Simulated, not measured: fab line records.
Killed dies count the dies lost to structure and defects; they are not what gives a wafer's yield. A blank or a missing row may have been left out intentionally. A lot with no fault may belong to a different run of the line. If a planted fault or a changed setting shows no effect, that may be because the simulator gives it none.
fab line records | flow n5-finfet | part 2 of 2: steps 21 to 27 of 27
[record] lots = 5 wafers = 15 last-day = 18
route steps=1938 shown BEOL_M2@861
lots with no fault: from the same line, run without faults
start-h: hours from the record's opening day to when the first of the lot's shown wafers began | wait-h: hours since the lot's step before | " as in the row above | L1.1+2: one row covering several wafers at once | - no value, or no start given | * or withheld: withheld | < > ~ a bound
route shown NAME@n: a module of which the file shows steps, and the number in the route of the first | usual: mean/standard deviation of fault-free wafers | same: alike in all rows | chamber/n: place in a boat | sites: the reading at each site | _std_site: the standard deviation of these | _edge_site: mean of outer sites minus mean of inner sites | radius-mm: how far each site lies from the wafer's centre | mask NAME#n: copy n | behind: the tool/chamber that last shaped the wafer | hold: cause of the lot's hold/its duration in hours/its outcome | device: transistor that didn't switch, given as n, p or np | end of line: the same wafers' tests at the end of the route | a step with no rows: only its recipe | killed: at the first sort, the dies lost to defects and structure; wafer yield is something else | map: a wafer's dies, marking killed ones x, the rest . and places with no die _
set.NAME: the setting the step ran with; set.NAME@STEP: the setting that earlier step ran with | model.NAME: the simulator's own value behind a step, which no gauge read
lots at selected steps of the route; one table per step, one row per wafer
services: a tool's chamber out of use, with start hour (start-h, from the record's first day; less than 0 if before it), hours out, and reason
[[steps]]
[step N5_BEOL_M2_ETCH_69]
[recipe] chemistry = CF4 target = SiARC target-depth-a = 156 mask-material = CAR-EUV time-s = 26 ion-energy-ev = 80 pressure-mtorr = 40 source-w = 545 bias-w = 36 Ar_flow_sccm = 100 cf4-flow-sccm = 100 ends = cleared
[usual] drypump-motor-current-A = 5.8/0.59 etch-rf-on-time-s = 25.9/0.73 mfc-ar-sccm = 99.98/0.27 oes-product-au = 0.68/0.074 rf-vpp-V = 183.7/1 showerhead-plenum-p-Torr = 2.11/0.06 throttle-valve-pct = 15.55/0.29
// columns lot.wafer tool chamber start-h wait-h drypump-motor-current-A etch-rf-on-time-s mfc-ar-sccm oes-product-au rf-hours-counter-h rf-vpp-V showerhead-plenum-p-Torr throttle-valve-pct
L083.1 rie-diel-02 0 185.99 0.0 5.0 25.1 99.95 0.76 49 183.1 2.09 15.36
L083.3 " 3 " " 5.9 25.4 99.86 0.61 224 185.0 2.13 15.89
L083.4 " 1 " " 5.5 25.7 99.03 0.75 38 182.3 2.10 15.12
L084.1 rie-diel-06 3 191.40 0.0 6.5 26.8 99.92 0.61 184 184.9 2.21 15.76
L084.4 " 0 " " 4.9 25.1 99.88 0.61 218 184.1 2.03 16.02
L084.5 " 3 " " 6.5 26.8 99.69 0.62 - 185.3 2.21 15.75
L087.2 rie-diel-06 3 216.28 0.0 6.5 26.8 100.01 0.61 194 184.5 2.21 15.77
L087.3 " 2 " " 6.2 25.4 99.88 0.76 39 183.4 2.11 15.57
L087.4 " 0 " " 4.9 25.1 99.89 0.60 228 180.8 2.03 16.06
L095.1 rie-diel-06 0 258.23 0.0 4.9 25.3 99.87 0.60 240 181.7 2.02 16.06
L095.5 " 2 " " 6.2 25.1 100.06 0.75 - 182.3 2.10 15.59
L095.6 " 1 " " 5.9 25.6 100.07 0.79 - 184.7 2.27 15.26
L096.1 rie-diel-02 2 260.65 0.0 6.3 25.5 99.79 0.65 121 183.1 2.08 15.71
L096.3 " 1 " " 5.5 25.7 100.26 0.71 66 184.2 2.09 15.17
L096.5 " 1 " " 5.5 25.5 100.47 0.71 - 185.2 2.09 15.19
[step N5_BEOL_M2_ALD_98]
[recipe] material = SiO2 target-thk-a = 25 temp-c = 100 ald-precursor-family = BDEAS ald-co-reactant = O2-plasma pulse-time-s = 1 co-reactant-pulse-time-s = 1 purge-time-s = 2 co-reactant-purge-time-s = 2 ald-cycles = 17 pressure-torr = 2
[usual] heater-power-w = 79/7.6 precursor-pulse-height-rel = 0.999/0.02 susceptor-temp-C = 99.97/0.13
// columns lot.wafer tool chamber start-h wait-h heater-power-w precursor-pulse-height-rel susceptor-temp-C
L083.1 ald-sin-02 2 186.17 0.2 88 0.955 99.85
L083.3 " 3 " " 71 0.977 99.89
L083.4 " 0 " " 86 1.015 99.98
L084.1 ald-sin-03 3 192.35 0.9 72 1.005 100.13
L084.4 " 2 " " 75 1.002 99.75
L084.5 " 0 " " 92 1.013 100.02
L087.2 ald-sin-02 0 216.36 0.1 85 0.995 100.09
L087.3 " 1 " " 90 0.988 99.96
L087.4 " 3 " " 71 1.001 99.77
L095.1 ald-sin-04 3 258.31 0.1 87 0.991 99.97
L095.5 " 1 " " 80 0.967 100.01
L095.6 " 2 " " 79 0.977 100.07
L096.1 ald-sin-04 2 260.73 0.1 78 0.998 99.67
L096.3 " 3 " " 86 0.983 100.07
L096.5 " 1 " " 79 1.025 100.01
[step N5_BEOL_M2_ETCHBACK_99]
[recipe] chemistry = CHF3 target = SiO2 target-depth-a = 50 time-s = 10.4 source-w = 215 bias-w = 47 Ar_flow_sccm = 200 CHF3_flow_sccm = 12 ion-energy-ev = 100 pressure-mtorr = 30
[usual] drypump-motor-current-A = 5.8/0.59 mfc-ar-sccm = 199.8/0.64 oes-product-au = 0.80/0.082 rf-vpp-V = 239/4 showerhead-plenum-p-Torr = 2.12/0.062 throttle-valve-pct = 17.01/0.28
// columns lot.wafer tool chamber start-h wait-h drypump-motor-current-A mfc-ar-sccm oes-product-au rf-hours-counter-h rf-vpp-V showerhead-plenum-p-Torr throttle-valve-pct
L083.1 rie-diel-06 2 189.36 3.1 6.2 199.7 0.90 32 233 2.11 16.98
L083.3 " 1 " " 5.9 200.4 0.98 4 240 2.30 16.69
L083.4 " 3 " " 6.5 200.4 0.73 183 237 2.23 17.23
L084.1 rie-diel-02 2 196.87 4.5 6.2 200.9 0.79 98 233 2.10 17.15
L084.4 " 1 " " 5.5 200.4 0.86 42 238 2.10 16.58
L084.5 " 3 " " 6.0 199.1 0.70 - 244 2.13 17.34
L087.2 rie-diel-02 3 220.50 4.1 5.9 199.2 0.70 236 242 2.13 17.35
L087.3 " 2 " " 6.2 200.0 0.77 105 232 2.10 17.17
L087.4 " 1 " " 5.5 199.7 0.85 49 238 2.10 16.57
L095.1 rie-diel-05 3 260.89 2.5 4.9 200.4 0.79 72 239 2.10 16.66
L095.5 " 1 " " 6.4 199.7 0.87 - 242 2.10 16.99
L095.6 " 3 " " 4.9 200.6 0.79 - 238 2.10 16.66
L096.1 rie-diel-06 3 265.43 4.7 6.4 200.6 0.70 212 236 2.22 17.29
L096.3 " 0 " " 4.9 199.1 0.69 243 237 2.03 17.54
L096.5 " 3 " " 6.4 199.9 0.69 - 237 2.22 17.29
[step N5_BEOL_M2_ETCH_70]
[recipe] chemistry = N2/H2 target = SOC target-depth-a = 800 overetch-a = 240 mask-material = SiARC temp-c = 40 time-s = 130 ion-energy-ev = 200 pressure-mtorr = 30 source-w = 840 bias-w = 150 n2-flow-sccm = 200 h2-flow-sccm = 200
[usual] drypump-motor-current-A = 5.8/0.59 h2-flow-sccm = 200.0/0.6 oes-product-au = 0.59/0.058 rf-vpp-V = 522.8/2.1 showerhead-plenum-p-Torr = 2.50/0.072 throttle-valve-pct = 17.7/0.38
// columns lot.wafer tool chamber start-h wait-h drypump-motor-current-A h2-flow-sccm oes-product-au rf-hours-counter-h rf-vpp-V showerhead-plenum-p-Torr throttle-valve-pct
L083.1 rie-diel-06 2 189.39 0.0 6.2 199.7 0.67 32 522.5 2.49 17.7
L083.3 " 1 " " 5.9 200.6 0.71 4 528.3 2.69 17.2
L083.4 " 3 " " 6.5 200.8 0.54 183 526.6 2.66 18.1
L084.1 rie-diel-02 2 196.90 0.0 6.2 199.3 0.58 98 521.4 2.47 17.8
L084.4 " 1 " " 5.5 199.4 0.63 42 521.2 2.47 17.2
L084.5 " 3 " " 5.9 200.0 0.51 - 524.0 2.52 18.2
L087.2 rie-diel-02 3 220.54 0.0 6.0 199.2 0.51 236 522.7 2.52 18.2
L087.3 " 2 " " 6.2 200.5 0.56 105 520.6 2.46 17.8
L087.4 " 1 " " 5.5 199.9 0.62 49 522.1 2.47 17.2
L095.1 rie-diel-05 3 260.93 0.0 4.9 200.8 0.60 72 521.2 2.46 17.3
L095.5 " 1 " " 6.4 200.3 0.63 - 523.0 2.46 17.5
L095.6 " 3 " " 4.9 200.3 0.59 - 521.6 2.46 17.3
L096.1 rie-diel-06 3 265.47 0.0 6.5 199.7 0.52 212 524.6 2.64 18.2
L096.3 " 0 " " 4.9 200.2 0.51 243 519.4 2.41 18.3
L096.5 " 3 " " 6.4 199.2 0.53 - 527.0 2.64 18.2
[step N5_BEOL_M2_STRIP_71]
[recipe] chemistry = N2/H2 temp-c = 40 n2-flow-sccm = 200 h2-flow-sccm = 200 rf-frequency-hz = 6e+07
// columns lot.wafer tool chamber start-h wait-h
L083.1+3+4 rie-diel-06 2,1,3 189.48 0.0
L084.1+4+5 rie-diel-02 2,1,3 196.99 0.0
L087.2+3+4 rie-diel-02 3,2,1 220.62 0.0
L095.1+5+6 rie-diel-05 3,1,3 261.02 0.0
L096.1+3+5 rie-diel-06 3,0,3 265.56 0.0
[step N5_BEOL_M2_STRIP_78]
[recipe] chemistry = N2/H2 temp-c = 40 n2-flow-sccm = 200 h2-flow-sccm = 200 rf-frequency-hz = 6e+07
// columns lot.wafer tool chamber start-h wait-h
L083.1+3+4 rie-diel-06 2,1,3 189.49 0.0
L084.1+4+5 rie-diel-02 2,1,3 197.00 0.0
L087.2+3+4 rie-diel-02 3,2,1 220.63 0.0
L095.1+5+6 rie-diel-05 3,1,3 261.03 0.0
L096.1+3+5 rie-diel-06 3,0,3 265.57 0.0
[step N5_BEOL_M2_VIA_ETCH_34]
[recipe] chemistry = C4F6/O2 target-depth-a = 694 mask-material = SOC pressure-mtorr = 15 ion-energy-ev = 250 taper-deg = 4 time-s = 65.9 source-w = 350 bias-w = 170 Ar_flow_sccm = 300 C4F6_flow_sccm = 10 O2_flow_sccm = 10
[usual] drypump-motor-current-A = 5.8/0.59 mfc-ar-sccm = 300.1/1 oes-product-au = 0.80/0.082 rf-vpp-V = 660/11 showerhead-plenum-p-Torr = 2.80/0.079 throttle-valve-pct = 30.7/0.3
// columns lot.wafer tool chamber start-h wait-h drypump-motor-current-A mfc-ar-sccm oes-product-au rf-hours-counter-h rf-vpp-V showerhead-plenum-p-Torr throttle-valve-pct
L083.1 rie-diel-06 2 189.50 0.0 6.2 298.9 0.90 32 648 2.79 30.9
L083.3 " 1 " " 5.9 300.1 0.98 4 664 3.03 30.5
L083.4 " 3 " " 6.5 298.6 0.72 183 655 2.94 31.0
L084.1 rie-diel-02 2 197.01 0.0 6.2 300.9 0.78 98 643 2.77 30.8
L084.4 " 1 " " 5.5 300.4 0.86 42 656 2.78 30.2
L084.5 " 3 " " 5.9 299.8 0.70 - 674 2.81 31.0
L087.2 rie-diel-02 3 220.64 0.0 6.0 300.0 0.69 236 674 2.81 31.0
L087.3 " 2 " " 6.2 300.5 0.78 105 643 2.77 30.8
L087.4 " 1 " " 5.5 299.9 0.85 49 656 2.78 30.2
L095.1 rie-diel-05 3 261.04 0.0 4.8 299.2 0.79 72 662 2.78 30.4
L095.5 " 1 " " 6.4 302.1 0.87 - 669 2.78 30.7
L095.6 " 3 " " 4.9 300.3 0.79 - 661 2.78 30.4
L096.1 rie-diel-06 3 265.58 0.0 6.5 299.3 0.69 212 655 2.93 31.0
L096.3 " 0 " " 4.9 300.1 0.69 243 648 2.69 31.3
L096.5 " 3 " " 6.4 298.7 0.69 - 656 2.93 31.0
[[services]]
// columns tool chamber start-h hours kind
rie-diel-05 1 162.15 36.3 repair
rie-metal-03 - 162.97 8.4 repair
litho-track-04 - 170.56 - consumable-replace:filter
euv-scanner-02 - 173.92 1.0 pm
ald-sin-03 - 178.35 14.0 pm
euv-scanner-01 - 193.78 12.0 pm
rie-metal-01 - 197.46 0.1 repair
rie-diel-06 2 197.89 1.5 repair
rie-diel-02 1 198.27 1.6 repair
euv-scanner-02 - 205.78 4.6 pm
euv-scanner-01 - 216.69 1.0 pm
rie-diel-06 0 220.63 6.6 repair
rie-diel-02 - 229.71 0.5 repair
euv-scanner-02 - 230.07 1.0 pm
rie-metal-01 0 230.40 9.5 repair
rie-metal-01 - 231.09 1.8 repair
ald-sin-02 - 237.80 1.3 repair
ald-sin-02 0 241.67 2.4 repair
euv-scanner-01 - 252.96 1.3 repair
rie-diel-05 0 258.19 9.4 repair
rie-diel-02 3 259.59 - clean
rie-diel-02 3 259.59 - consumable-replace:focus-ring
rie-diel-02 3 259.59 11.6 scheduled-down
rie-diel-02 0 264.49 9.9 repair
